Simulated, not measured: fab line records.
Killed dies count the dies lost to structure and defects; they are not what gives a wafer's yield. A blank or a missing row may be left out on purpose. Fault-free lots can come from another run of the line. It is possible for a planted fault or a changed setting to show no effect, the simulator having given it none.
Chamber matching | flow nand harc | NHARC_A_STAIRCASE_DEP_156 on pecvd-03: 3 sister chambers
The step deposits SiNx, target thk 50 nm. 3 wafers are shown with their chamber, then 7 later ones without.

## WAFERS, EACH WITH ITS CHAMBER
wafer  | chamber | heater power w (W)
L079.3 | 2       | 610
L088.3 | 1       | 623
L088.4 | 0       | 637

## WAFERS WHOSE CHAMBER IS MISSING
wafer  | heater power w (W)
L088.5 | 521
L093.2 | 539
L093.5 | 564
L093.6 | 687
L096.1 | 704
L096.3 | 654
L096.4 | 599

## EACH ONE'S CHAMBER
wafer  | from the rows above          | in truth
L088.5 | can't be placed: 2 or 1 or 0 | 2
L093.2 | can't be placed: 2 or 1 or 0 | 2
L093.5 | can't be placed: 2 or 1 or 0 | 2
L093.6 | can't be placed: 0 or 1 or 2 | 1
L096.1 | can't be placed: 0 or 1 or 2 | 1
L096.3 | can't be placed: 0 or 1 or 2 | 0
L096.4 | can't be placed: 2 or 1 or 0 | 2
Placed correctly: 0 of 7. Not placeable from these rows: 7 (in 7, the candidates include the true chamber). Placed wrongly: 0.
How it was worked out, from the rows above alone: a wafer's distance from a chamber is the root of the sum, over the readings, of the square of ((its reading less the chamber's mean) divided by the reading's scatter). If the next closest chamber is less than 2 further off than the closest, the wafer can't be placed; otherwise it belongs to the closest. The mean given for a chamber averages the wafers shown for that chamber. The scatter: root of mean squared gap, hidden wafer to nearest shown wafer, with one shown wafer a chamber.
